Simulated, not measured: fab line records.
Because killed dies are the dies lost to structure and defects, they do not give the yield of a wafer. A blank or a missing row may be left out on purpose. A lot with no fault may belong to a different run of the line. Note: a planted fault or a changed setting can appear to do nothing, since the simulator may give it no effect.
fab line records	flow n5Finfet
record: lots: 5	wafers: 15	lastDay: 16
route steps=1938 shown BEOL_M13@1662 PASSIVATION@1936
lots untouched by any fault: they come from a run of this same line in which no faults occurred
startH: the number of hours between the record's first day and the start of the first shown wafer of the lot	waitH: hours from the lot's prior step to this one	" unchanged from the row above	L1.1+2: a single row standing in for several wafers	- either no value or no given start	* or withheld: withheld	< > ~ a bound
route shown NAME@n: names a module that has steps shown in the file, with the first one's number in the route	usual: mean/standard deviation taken from wafers without a fault	same: alike in all rows	chamber/n: place in a boat	sites: each site's reading	_std_site: standard deviation of those values	_edge_site: mean of outer sites minus mean of inner sites	radiusMm: how far each site lies from the wafer's centre	mask NAME#n: copy n	behind: tool/chamber where the wafer was last shaped	hold: why the lot was held/for how many hours/how that ended	device: transistor that didn't switch, given as n, p or np	end of line: tests of these same wafers at the route's end	a step given without rows: its recipe and nothing more	killed: dies that structure and defects cost at the first sort, which is not the same as the wafer's yield	map: per-die view of a wafer (x killed, . not killed, _ where there is no die)
set.NAME: the setting as run; set.NAME@STEP: as run at that earlier step	model.NAME: the simulator's own value behind a step, which no gauge read
lots seen at some steps along the route; tables by step, rows by wafer
services: from which hour (startH, from the record's first day; less than 0 if before it) a tool's chamber was out of use, for how many hours, and why
== steps ==
step: N5_BEOL_M13_COAT_04
recipe: spinRpm: 1625	resistThkNm: 400
step: N5_BEOL_M13_EBR_06
recipe: solvent: PGMEA	ebrWidthMm: 1.5
step: N5_BEOL_M13_SOFTBAKE_05
recipe: tempC: 130	timeS: 60
step: N5_BEOL_M13_EXPOSE_07
recipe: maskId: V12	na: 0.93	sourceShape: conventional	sigmaOuter: 0.6	polarization: unpolarized	attpsmPhaseDeg: 180	doseMj: 24.8
step: N5_BEOL_M13_PEB_08
recipe: pebTempC: 130	pebTimeS: 90
step: N5_BEOL_M13_DEVELOP_09
recipe: developTimeS: 45	rinseLiquid: diw	dry: airSpin	devTempC: 21
step: N5_BEOL_M13_HARDBAKE_14
recipe: tempC: 130	timeS: 120
step: N5_BEOL_M13_CD_MEAS_10
recipe: targetCdNm: 190	landingEnergyEv: 500	detector: seInlens	polarity: opening
usual: cdNm: 191.0/1.7
lot.wafer	tool	chamber	startH	waitH	cdNm
L589.1	cdSem-01	0	256.93	-	191.8
L589.2	"	0	"	"	193.3
L589.6	"	0	"	"	192.9
L596.2	cdSem-01	0	315.32	-	189.5
L596.5	"	0	"	"	192.4
L596.6	"	0	"	"	190.9
L604.1	cdSem-02	0	351.16	-	191.2
L604.3	"	0	"	"	191.0
L604.5	"	0	"	"	189.4
L603.1	cdSem-02	0	351.31	-	191.6
L603.2	"	0	"	"	193.3
L603.4	"	0	"	"	192.4
L605.3	cdSem-01	0	361.32	-	189.5
L605.5	"	0	"	"	189.0
L605.6	"	0	"	"	190.3
step: N5_BEOL_M13_OVL_MEAS_11
recipe: pointsPerWafer: 44
usual: V12_OVL: -5/4.9
lot.wafer	tool	chamber	startH	waitH	V12_OVL[nm]
L589.1	overlay-01	0	256.96	0.0	8
L589.2	"	0	"	"	-1
L589.6	"	0	"	"	-2
L596.2	overlay-02	0	315.35	0.0	-11
L596.5	"	0	"	"	-7
L596.6	"	0	"	"	-5
L604.1	overlay-01	0	351.19	0.0	-1
L604.3	"	0	"	"	-5
L604.5	"	0	"	"	-6
L603.1	overlay-02	0	351.34	0.0	-5
L603.2	"	0	"	"	-3
L603.4	"	0	"	"	-8
L605.3	overlay-01	0	361.35	0.0	2
L605.5	"	0	"	"	-2
L605.6	"	0	"	"	0
step: N5_BEOL_M13_INSPECT_12
recipe: mode: adi	inspectInstrument: macro
usual: rawDefectCount: 2.0/1.4
lot.wafer	tool	chamber	startH	waitH	rawDefectCount
L589.1	defectInspect-01	-	256.98	0.0	3
L589.2	"	-	"	"	1
L589.6	"	-	"	"	0
L596.2	defectInspect-01	-	315.37	0.0	2
L596.5	"	-	"	"	2
L596.6	"	-	"	"	0
L604.1	defectInspect-02	-	351.22	0.0	1
L604.3	"	-	"	"	0
L604.5	"	-	"	"	0
L603.1	defectInspect-01	-	351.36	0.0	2
L603.2	"	-	"	"	3
L603.4	"	-	"	"	1
L605.3	defectInspect-01	-	361.37	0.0	1
L605.5	"	-	"	"	6
L605.6	"	-	"	"	0
step: N5_BEOL_M13_DESCUM_15
recipe: chemistry: O2	timeS: 7.9	sourcePowerW: 50	biasPowerW: 20	pressureMtorr: 20	rfFrequencyHz: 2.712e+07	tempC: 40	o2FlowSccm: 225
usual: drypumpMotorCurrentA: 5.7/0.3	oesProductAu: 0.84/0.059	rfVppV: 243.5/1.1	showerheadPlenumPTorr: 2.11/0.047	throttleValvePct: 20.21/0.29
lot.wafer	tool	chamber	startH	waitH	drypumpMotorCurrentA	oesProductAu	rfHoursCounterH	rfVppV	showerheadPlenumPTorr	throttleValvePct
L589.1	rieDiel-05	1	257.28	0.3	5.6	0.84	69	243.9	2.12	20.28
L589.2	"	3	"	"	5.8	0.86	28	244.2	2.12	19.70
L589.6	"	2	"	"	5.7	0.88	-	244.1	2.11	20.06
L596.2	rieDiel-05	3	315.51	0.1	5.8	0.83	40	243.4	2.12	19.75
L596.5	"	1	"	"	5.6	0.82	-	243.2	2.12	20.30
L596.6	"	2	"	"	5.6	0.85	-	244.2	2.11	20.09
L604.1	rieDiel-01	0	351.25	0.0	5.6	0.86	34	242.7	2.04	20.14
L604.3	"	2	"	"	5.8	0.82	87	241.3	2.06	20.86
L604.5	"	3	"	"	6.2	0.85	-	242.7	2.04	20.13
L603.1	rieDiel-05	0	351.67	0.3	5.0	0.97	3	245.2	2.15	20.12
L603.2	"	3	"	"	5.8	0.83	52	244.8	2.11	19.76
L603.4	"	1	"	"	5.6	0.81	95	242.7	2.11	20.29
L605.3	rieDiel-01	1	361.41	0.0	5.7	0.79	116	245.0	2.20	20.56
L605.5	"	0	"	"	5.6	0.86	-	243.5	2.04	20.13
L605.6	"	1	"	"	5.7	0.79	-	243.1	2.20	20.58
step: N5_BEOL_M13_ETCH_59
recipe: chemistry: N2/H2	target: BARC	targetDepthA: 890	overetchA: 267	timeS: 67.9	ionEnergyEv: 200	pressureMtorr: 30	sourceW: 840	biasW: 150	n2FlowSccm: 200	h2FlowSccm: 200
usual: drypumpMotorCurrentA: 5.7/0.3	oesProductAu: 0.71/0.051	rfVppV: 524.6/1.8	showerheadPlenumPTorr: 2.56/0.062	throttleValvePct: 17.62/0.28
lot.wafer	tool	chamber	startH	waitH	drypumpMotorCurrentA	oesProductAu	rfHoursCounterH	rfVppV	showerheadPlenumPTorr	throttleValvePct
L589.1	rieDiel-05	1	257.32	0.0	5.6	0.72	69	527.0	2.58	17.77
L589.2	"	3	"	"	5.8	0.76	28	523.8	2.57	17.10
L589.6	"	2	"	"	5.7	0.75	-	524.8	2.57	17.54
L596.2	rieDiel-05	3	315.55	0.0	5.8	0.73	40	525.5	2.57	17.12
L596.5	"	1	"	"	5.6	0.70	-	524.3	2.57	17.78
L596.6	"	2	"	"	5.7	0.72	-	525.0	2.57	17.56
L604.1	rieDiel-01	0	351.29	0.0	5.6	0.74	34	521.4	2.47	17.42
L604.3	"	2	"	"	5.8	0.70	87	521.1	2.46	18.00
L604.5	"	3	"	"	6.2	0.73	-	523.0	2.49	17.63
L603.1	rieDiel-05	0	351.70	0.0	5.0	0.83	3	524.8	2.60	17.51
L603.2	"	3	"	"	5.8	0.71	52	525.0	2.56	17.13
L603.4	"	1	"	"	5.6	0.69	95	526.0	2.57	17.78
L605.3	rieDiel-01	1	361.44	0.0	5.8	0.68	116	528.2	2.67	18.05
L605.5	"	0	"	"	5.6	0.74	-	522.4	2.47	17.42
L605.6	"	1	"	"	5.7	0.67	-	527.9	2.67	18.05
step: N5_BEOL_M13_VIA_ETCH_16
recipe: chemistry: C4F8/O2/Ar	target: SiOC	pressureMtorr: 30	sourceW: 3000	biasW: 700	Ar_flow_sccm: 400	C4F8_flow_sccm: 15	O2_flow_sccm: 8	heInnerTorr: 15	heOuterTorr: 30	targetDepthA: 9217	timeS: withheld	ionEnergyEv: 250	ends: cleared
usual: drypumpMotorCurrentA: 5.69/0.3	heOuterTorr: 30.00/0.058	oesProductAu: 0.75/0.053	rfVppV: 666.2/2.3	showerheadPlenumPTorr: 3.46/0.071	throttleValvePct: 24.05/0.21
lot.wafer	tool	chamber	startH	waitH	drypumpMotorCurrentA	heOuterTorr	oesProductAu	rfVppV	showerheadPlenumPTorr	throttleValvePct
L589.1	rieDiel-05	1	257.37	0.0	5.60	29.89	0.76	666.4	3.49	24.22
L589.2	"	3	"	"	5.80	29.97	0.79	667.5	3.53	23.83
L589.6	"	2	"	"	5.72	30.02	0.80	665.0	3.45	23.86
L596.2	rieDiel-05	3	315.60	0.0	5.80	30.02	0.76	668.5	3.52	23.86
L596.5	"	1	"	"	5.59	30.04	0.74	667.0	3.48	24.22
L596.6	"	2	"	"	5.69	29.96	0.76	666.1	3.44	23.87
L604.1	rieDiel-01	0	351.34	0.0	5.65	30.00	0.76	663.1	3.34	23.95
L604.3	"	2	"	"	5.82	29.94	0.73	662.4	3.34	24.55
L604.5	"	3	"	"	6.21	29.93	0.74	664.3	3.37	24.00
L603.1	rieDiel-05	0	351.75	0.0	5.01	30.01	0.87	667.3	3.52	23.92
L603.2	"	3	"	"	5.81	30.01	0.74	667.8	3.52	23.88
L603.4	"	1	"	"	5.61	30.04	0.73	665.2	3.48	24.25
L605.3	rieDiel-01	1	361.49	0.0	5.73	30.06	0.72	670.2	3.55	24.17
L605.5	"	0	"	"	5.64	30.01	0.77	663.1	3.34	23.98
L605.6	"	1	"	"	5.71	30.02	0.72	669.8	3.55	24.18
step: N5_BEOL_M13_STRIP_63
recipe: chemistry: N2/H2	powerW: 1000	tempC: 250	h2Frac: 0.65	overashFraction: 0.3	pressureMtorr: 1000	n2FlowSccm: 1750	h2FlowSccm: 3250
usual: drypumpMotorCurrentA: 5.4/0.65	heaterPowerW: 308/8.5	oesProductAu: 0.674/0.0049	stripTimeToEndpointS: 27.8/1.1
lot.wafer	tool	chamber	startH	waitH	drypumpMotorCurrentA	heaterPowerW	oesProductAu	rfHoursCounterH	stripTimeToEndpointS
L589.1	plasmaAsher-02	1	257.60	-	6.2	310	0.672	121	27.6
L589.2	"	0	"	"	4.8	299	0.678	121	29.2
L589.6	"	0	"	"	4.8	302	0.670	-	27.0
L596.2	plasmaAsher-02	0	315.83	-	4.8	297	0.681	130	29.3
L596.5	"	1	"	"	6.2	310	0.674	-	29.0
L596.6	"	0	"	"	4.8	304	0.675	-	27.9
L604.1	plasmaAsher-02	1	351.57	-	6.2	306	0.684	136	29.4
L604.3	"	1	"	"	6.1	313	0.670	-	27.4
L604.5	"	0	"	"	4.8	289	0.681	-	26.4
L603.1	plasmaAsher-01	1	351.99	-	4.7	308	0.667	99	25.1
L603.2	"	0	"	"	5.9	318	0.674	99	27.6
L603.4	"	0	"	"	5.9	311	0.667	-	25.1
L605.3	plasmaAsher-02	0	361.75	-	4.8	301	0.680	-	29.3
L605.5	"	0	"	"	4.8	304	0.671	-	26.8
L605.6	"	1	"	"	6.2	308	0.674	-	29.0
step: N5_BEOL_M13_STRIP_64
recipe: chemistry: N2/H2	powerW: 1000	tempC: 250	h2Frac: 0.65	overashFraction: 0.3	pressureMtorr: withheld	n2FlowSccm: 1750	h2FlowSccm: 3250
usual: drypumpMotorCurrentA: 5.4/0.65	heaterPowerW: 308/8.8	oesProductAu: 0.716/0.0042	stripTimeToEndpointS: 31.30/0.078
lot.wafer	tool	chamber	startH	waitH	drypumpMotorCurrentA	heaterPowerW	oesProductAu	rfHoursCounterH	stripTimeToEndpointS
L589.1	plasmaAsher-02	1	257.66	0.0	6.2	298	0.718	121	31.37
L589.2	"	0	"	"	4.8	296	0.720	121	31.35
L589.6	"	0	"	"	4.8	296	0.717	-	31.41
L596.2	plasmaAsher-02	0	315.89	0.0	4.8	292	0.716	130	31.29
L596.5	"	1	"	"	6.2	304	0.717	-	31.38
L596.6	"	0	"	"	4.8	289	0.719	-	31.28
L604.1	plasmaAsher-02	1	351.63	0.0	6.2	309	0.713	136	31.28
L604.3	"	1	"	"	6.1	319	0.707	-	31.38
L604.5	"	0	"	"	4.8	303	0.717	-	31.31
L603.1	plasmaAsher-01	1	352.05	0.0	4.7	316	0.721	99	31.25
L603.2	"	0	"	"	5.9	306	0.712	99	31.33
L603.4	"	0	"	"	5.9	306	0.713	-	31.21
L605.3	plasmaAsher-02	0	361.81	0.0	4.8	293	0.711	-	31.33
L605.5	"	0	"	"	4.8	299	0.718	-	31.35
L605.6	"	1	"	"	6.2	300	0.716	-	31.38
step: N5_BEOL_M13_STRIP_71
recipe: chemistry: postEtchResidueRemover	timeS: 60	tempC: 25	removerPh: withheld	removerWaterWtPct: withheld	removerFluorideWtPct: withheld
step: N5_BEOL_M13_SRD_72
recipe: timeS: 30	tempC: 23	rinseLiquid: diw	dry: n2Spin	spinRpm: 1500	dryTimeS: 30
step: N5_BEOL_M13_CD_MEAS_17
recipe: targetCdNm: 190	polarity: opening
usual: cdNm: 191.2/2
lot.wafer	tool	chamber	startH	waitH	cdNm
L589.1	cdSem-02	-	257.81	0.0	193.1
L589.2	"	-	"	"	194.9
L589.6	"	-	"	"	193.2
L596.2	cdSem-02	-	316.05	0.0	191.0
L596.5	"	-	"	"	193.5
L596.6	"	-	"	"	191.0
L604.1	cdSem-03	-	351.78	0.0	190.9
L604.3	"	-	"	"	193.4
L604.5	"	-	"	"	190.9
L603.1	cdSem-02	-	352.20	0.0	193.8
L603.2	"	-	"	"	193.9
L603.4	"	-	"	"	194.2
L605.3	cdSem-03	-	361.94	0.0	188.1
L605.5	"	-	"	"	187.6
L605.6	"	-	"	"	188.7
step: N5_BEOL_M13_COAT_65
recipe: resist: SOC	tempC: 250	timeS: 60	spinRpm: 1500	resistThkNm: 350
step: N5_BEOL_M13_COAT_66
recipe: resist: SiARC	tempC: 220	timeS: 60	spinRpm: 1500	resistThkNm: 110
step: N5_BEOL_M13_COAT_22
recipe: spinRpm: 2888	resistThkNm: 300
step: N5_BEOL_M13_EBR_24
recipe: solvent: PGMEA	ebrWidthMm: 1.5
step: N5_BEOL_M13_SOFTBAKE_23
recipe: tempC: 130	timeS: 60
step: N5_BEOL_M13_EXPOSE_25
recipe: maskId: M13	na: 0.93	sourceShape: conventional	sigmaOuter: 0.4	polarization: unpolarized	targetCdNm: 210	doseMj: 22
step: N5_BEOL_M13_PEB_26
recipe: pebTempC: 130	pebTimeS: 90
step: N5_BEOL_M13_DEVELOP_27
recipe: developTimeS: 45	rinseLiquid: diw	dry: airSpin	devTempC: 21
step: N5_BEOL_M13_HARDBAKE_32
recipe: tempC: 130	timeS: 120
step: N5_BEOL_M13_CD_MEAS_28
recipe: targetCdNm: 209.5	landingEnergyEv: 500	detector: seInlens
usual: cdNm: 209.1/1.7
lot.wafer	tool	chamber	startH	waitH	cdNm
L589.1	cdSem-01	0	258.27	-	211.6
L589.2	"	0	"	"	212.6
L589.6	"	0	"	"	212.2
L596.2	cdSem-02	0	316.37	-	208.1
L596.5	"	0	"	"	208.3
L596.6	"	0	"	"	206.6
L604.1	cdSem-02	0	352.11	-	208.2
L604.3	"	0	"	"	207.9
L604.5	"	0	"	"	208.3
L603.1	cdSem-03	0	352.65	-	209.7
L603.2	"	0	"	"	210.0
L603.4	"	0	"	"	211.8
L605.3	cdSem-02	0	362.27	-	207.5
L605.5	"	0	"	"	207.9
L605.6	"	0	"	"	212.1
step: N5_BEOL_M13_OVL_MEAS_29
recipe: pointsPerWafer: 44
usual: M13_OVL: 0/5.6
lot.wafer	tool	chamber	startH	waitH	M13_OVL[nm]
L589.1	overlay-01	0	258.30	0.0	7
L589.2	"	0	"	"	3
L589.6	"	0	"	"	5
L596.2	overlay-02	0	316.40	0.0	3
L596.5	"	0	"	"	3
L596.6	"	0	"	"	-1
L604.1	overlay-01	0	352.14	0.0	-5
L604.3	"	0	"	"	3
L604.5	"	0	"	"	0
L603.1	overlay-02	0	352.68	0.0	-1
L603.2	"	0	"	"	5
L603.4	"	0	"	"	-6
L605.3	overlay-01	0	362.29	0.0	1
L605.5	"	0	"	"	3
L605.6	"	0	"	"	4
step: N5_BEOL_M13_INSPECT_30
recipe: mode: adi	inspectInstrument: macro
usual: rawDefectCount: 1.9/1.3
lot.wafer	tool	chamber	startH	waitH	rawDefectCount
L589.1	defectInspect-01	-	258.32	0.0	5
L589.2	"	-	"	"	1
L589.6	"	-	"	"	2
L596.2	defectInspect-01	-	316.43	0.0	4
L596.5	"	-	"	"	2
L596.6	"	-	"	"	1
L604.1	defectInspect-02	-	352.16	0.0	1
L604.3	"	-	"	"	1
L604.5	"	-	"	"	0
L603.1	defectInspect-02	-	352.70	0.0	21
L603.2	"	-	"	"	0
L603.4	"	-	"	"	1
L605.3	defectInspect-02	-	362.32	0.0	2
L605.5	"	-	"	"	3
L605.6	"	-	"	"	1
step: N5_BEOL_M13_DESCUM_33
recipe: chemistry: O2	timeS: 7.9	sourcePowerW: 50	biasPowerW: 20	pressureMtorr: 20	rfFrequencyHz: 2.712e+07	tempC: 40	o2FlowSccm: 225
usual: drypumpMotorCurrentA: 5.7/0.35	oesProductAu: 0.82/0.069	rfVppV: 243.7/1.1	showerheadPlenumPTorr: 2.12/0.043	throttleValvePct: 20.23/0.28
lot.wafer	tool	chamber	startH	waitH	drypumpMotorCurrentA	oesProductAu	rfHoursCounterH	rfVppV	showerheadPlenumPTorr	throttleValvePct
L589.1	rieDiel-01	3	258.96	0.6	6.2	0.88	25	243.7	2.05	20.09
L589.2	"	0	"	"	5.6	0.94	3	242.8	2.05	20.10
L589.6	"	0	"	"	5.6	0.95	-	242.1	2.05	20.09
L596.2	rieDiel-05	2	316.46	0.0	5.7	0.86	62	244.7	2.11	20.07
L596.5	"	0	"	"	5.0	0.67	-	244.1	2.15	20.41
L596.6	"	3	"	"	5.8	0.83	-	242.5	2.12	19.75
L604.1	rieDiel-04	3	352.20	0.0	6.1	0.76	165	243.0	2.11	20.20
L604.3	"	2	"	"	6.0	0.87	54	244.3	2.13	20.56
L604.5	"	1	"	"	5.0	0.71	-	243.9	2.13	20.14
L603.1	rieDiel-04	2	352.79	0.1	6.0	0.86	55	242.6	2.13	20.57
L603.2	"	0	"	"	5.4	0.71	227	245.4	2.13	20.37
L603.4	"	1	"	"	4.9	0.71	222	244.3	2.13	20.14
L605.3	rieDiel-01	3	362.35	0.0	6.2	0.83	57	242.4	2.04	20.12
L605.5	"	0	"	"	5.6	0.85	-	243.1	2.04	20.14
L605.6	"	3	"	"	6.2	0.83	-	242.3	2.04	20.12
step: N5_PASSIVATION_PROBE_49
usual: defectLimitedYield: 91.4/1.4	killed_at_M0_to_M3: 34/8.9	killed_at_M4_up: 13/4.6	killedAtContacts: 12/5.5	killedAtFrontEnd: 41/11	killedAtOther: 3.1/2.9	killedDies: 102/16	killedOpen: 66/11	killedShort: 34/7.6	sort_bin_5_function: 5.1/0.89	sort_bin_6_memory: 3.2/0.61	sortNPass: 1078/16	sortYieldPct: 91.3/1.4
same: grossDies: 1180	killedAtBackSide: 0	sort_bin_4_leakage[%]: 0	sort_bin_8_speed[%]: 0
lot.wafer	tool	chamber	startH	waitH	defectLimitedYield[%]	killed_at_M0_to_M3	killed_at_M4_up	killedAtContacts	killedAtFrontEnd	killedAtOther	killedDies	killedOpen	killedShort	sort_bin_5_function[%]	sort_bin_6_memory[%]	sortNPass	sortYieldPct[%]
L589.1	prober-02	-	290.34	0.0	92.7	39	12	9	26	0	86	51	35	4.1	3.0	1094	92.7
L589.2	prober-02	-	290.39	0.1	94.0	21	12	13	25	0	71	46	25	3.6	2.2	1109	94.0
L589.6	prober-02	-	290.59	0.3	94.0	26	4	11	29	1	71	53	18	3.6	2.4	1109	94.0
L603.1	prober-02	-	384.72	0.0	89.0	39	36	16	37	2	130	79	36	5.8	4.7	1050	89.0
L603.2	prober-02	-	384.77	0.1	90.8	30	23	8	39	9	109	72	34	5.3	3.4	1071	90.8
L603.4	prober-02	-	384.87	0.2	90.2	58	11	11	32	4	116	77	39	5.9	3.6	1064	90.2
L605.3	prober-02	-	392.02	0.1	92.2	42	9	7	32	2	92	50	42	4.2	3.2	1088	92.2
L605.5	prober-02	-	392.12	0.2	93.9	25	6	10	27	4	72	45	27	3.5	2.3	1108	93.9
L605.6	prober-02	-	392.17	0.3	93.1	36	14	15	17	0	82	56	25	3.9	2.5	1098	93.1
killed by level:class
L589.1 BEOL_M0_SAQP:geometricParticle:open=8 BEOL_M0_SAQP:geometricParticle:short=7 BEOL_M1:geometricParticle:open=7 GATE_CUT:geometricParticle:short=6 BEOL_M2:geometricParticle:open=6 BEOL_M3:geometricParticle:open=6 MOL_CONTACT_COAG:geometricParticle:open=5 MOL_CONTACT_COAG:geometricParticle:short=4
L589.2 MOL_CONTACT_COAG:geometricParticle:open=11 BEOL_M2:geometricParticle:open=7 FIN_SAQP:geometricParticle:short=4 BEOL_M0_SAQP:geometricParticle:short=4 BEOL_M1:geometricParticle:open=4 BEOL_M7:geometricParticle:open=4 STARTING-WAFER:geometricParticle:open=4 FIN_SAQP:geometricParticle:open=3
L589.6 BEOL_M2:geometricParticle:open=11 MOL_CONTACT_COAG:geometricParticle:open=9 STI_FIN_REVEAL:geometricParticle:open=8 BEOL_M1:geometricParticle:open=6 FIN_SAQP:geometricParticle:short=5 DUMMY_GATE:geometricParticle:open=5 BEOL_M0_SAQP:geometricParticle:open=4 STI_FIN_REVEAL:geometricParticle:short=3
L603.1 BEOL_M13:unspecified=15 MOL_CONTACT_COAG:geometricParticle:open=11 BEOL_M3:geometricParticle:open=9 BEOL_M4:geometricParticle:open=9 BEOL_M0_SAQP:geometricParticle:short=7 BEOL_M1:geometricParticle:open=7 BEOL_M2:geometricParticle:open=7 FIN_SAQP:geometricParticle:short=6
L603.2 FIN_SAQP:geometricParticle:open=12 BEOL_M3:geometricParticle:open=8 BEOL_M4:geometricParticle:open=8 BEOL_M0_SAQP:geometricParticle:open=7 BEOL_M2:geometricParticle:open=7 MOL_CONTACT_COAG:geometricParticle:open=6 GATE_CUT:geometricParticle:short=5 DUMMY_GATE:geometricParticle:open=4
L603.4 BEOL_M0_SAQP:geometricParticle:short=13 BEOL_M1:geometricParticle:open=12 MOL_CONTACT_COAG:geometricParticle:open=10 BEOL_M3:geometricParticle:open=10 FIN_SAQP:geometricParticle:open=9 BEOL_M0_SAQP:geometricParticle:open=9 FIN_SAQP:geometricParticle:short=7 BEOL_M2:geometricParticle:open=7
L605.3 BEOL_M0_SAQP:geometricParticle:open=15 BEOL_M0_SAQP:geometricParticle:short=11 FIN_SAQP:geometricParticle:open=5 GATE_CUT:geometricParticle:short=5 MOL_CONTACT_COAG:geometricParticle:open=5 BEOL_M1:geometricParticle:open=5 FIN_SAQP:geometricParticle:short=4 FIN_CUT:geometricParticle:short=4
L605.5 STI_FIN_REVEAL:geometricParticle:open=6 MOL_CONTACT_COAG:geometricParticle:open=6 BEOL_M0_SAQP:geometricParticle:short=6 BEOL_M0_SAQP:geometricParticle:open=5 BEOL_M3:geometricParticle:open=5 MOL_CONTACT_COAG:geometricParticle:short=4 STI_FIN_REVEAL:geometricParticle:short=3 GATE_CUT:geometricParticle:open=3
L605.6 MOL_CONTACT_COAG:geometricParticle:open=11 BEOL_M0_SAQP:geometricParticle:open=10 BEOL_M0_SAQP:geometricParticle:short=9 BEOL_M2:geometricParticle:open=7 BEOL_M1:geometricParticle:open=5 FIN_SAQP:geometricParticle:short=4 MOL_CONTACT_COAG:geometricParticle:short=4 BEOL_M4:geometricParticle:open=4
map L603.1 (x killed, . not)
_________________.x........x.________________
______________.x................_____________
___________......x....x............__________
__________...x...x.x........x......._________
________.....x..xx.......x............_______
_______.......x.x........x...x.......x.______
______.......x....................x...x._____
_____.......................x...x........____
____........x.x.................x..x......___
___...................x....................__
___..............x.....x...............x...__
__...xx.............x......xx.......x......._
__.............x.................x.....x...._
_..x.............x......x........x....x......
_............x.......x.....x..............x..
_.....x................................x..x..
_.x......x.......x..x..............x.........
_....x.......x.x.xx.....xx...................
_....................xx...................x..
_.............x................x.x..x........
_.....x......................................
__......................................x..x_
__...............x..xx.x...................._
___...x..x...x...x............x............__
___......................x......x.x........__
____...x........x.......x...x.............___
_____..............x...x.x.xxx...x......x____
______x....x....x..x....xx......x......x_____
_______.................x.x...x...x....______
________.......x..x..x.......x.x...x.._______
__________......x....x..x..........._________
___________x.....x.x....xxx.x......__________
______________..........x.x....._____________
_________________.x..x.......________________
map L596.5 (x killed, . not)
_________________......x.....________________
______________.................._____________
___________...x....x...............__________
__________.xx......................._________
________.x.....x........x............x_______
_______..x................x...........x______
______....x...x........x....x.......x..x_____
_____................x..x...x............____
____........................x.............___
___...................x....................__
___..x...x..x......x..x.....x.....x.x.....x__
__......xx.........................x........_
__.........xx.........x........x..........x._
_...x.x.x.x.............................x..x.
_....x..........x..........x.........x.....xx
_.........................x....x..........x..
_x.....................x.............x......x
_...x........x...............................
_....x......................................x
_xx...........x...............x..............
_.x.......xx..x...........x.........x.......x
__.............xx.....................x....._
__......x.............x..........xx....x.x.x_
___...........xx...x..........x...x...x....__
___......x.......xxx...x.....x.......x..x..__
____...........x..................xx.x.x..___
_____.......x...x...x....................____
______...x......x......................x_____
_______..............xx.......x........______
________...................x.........._______
__________..x..........x..x........._________
___________.x...............x......__________
______________....x............._____________
_________________.x....xx.xx.________________
== services ==
tool	chamber	startH	hours	kind
rieDiel-01	2	241.99	4.6	repair
rieDiel-05	-	266.35	15.6	pm
plasmaAsher-02	-	267.50	2.8	pm
rieDiel-01	2	279.08	5.3	repair
plasmaAsher-02	-	283.12	9.5	repair
rieDiel-05	0	301.90	5.6	repair
rieDiel-05	0	319.78	-	clean
rieDiel-05	0	319.78	-	consumableReplace:focusRing
rieDiel-05	0	319.78	18.1	scheduledDown
rieDiel-05	0	319.78	18.1	ventCycle
plasmaAsher-01	-	337.33	0.8	repair
rieDiel-01	3	339.32	3.9	repair
plasmaAsher-01	-	343.98	1.4	repair
rieDiel-05	1	352.70	1.2	repair
rieDiel-01	2	358.50	3.5	repair
== key ==
firstSign: step: N5_BEOL_M13_INSPECT_30	reading: rawDefectCount	direction: up	sigmas: 14	usual: 1.9	struck: 21
effect: step: N5_PASSIVATION_PROBE_49	reading: killed_at_M4_up	direction: up	sigmas: 5	usual: 13	struck: 36
metAt N5_BEOL_M13_VIA_ETCH_16
struckWafers L603.1
fault: kind: chamberParticleSource	tool: rieDiel-05	chamber: 0	onsetH: 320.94	steps: N5_BEOL_M13_VIA_ETCH_16	ratePerVisitCm2: 0.029815	untilTheNextWetClean: True
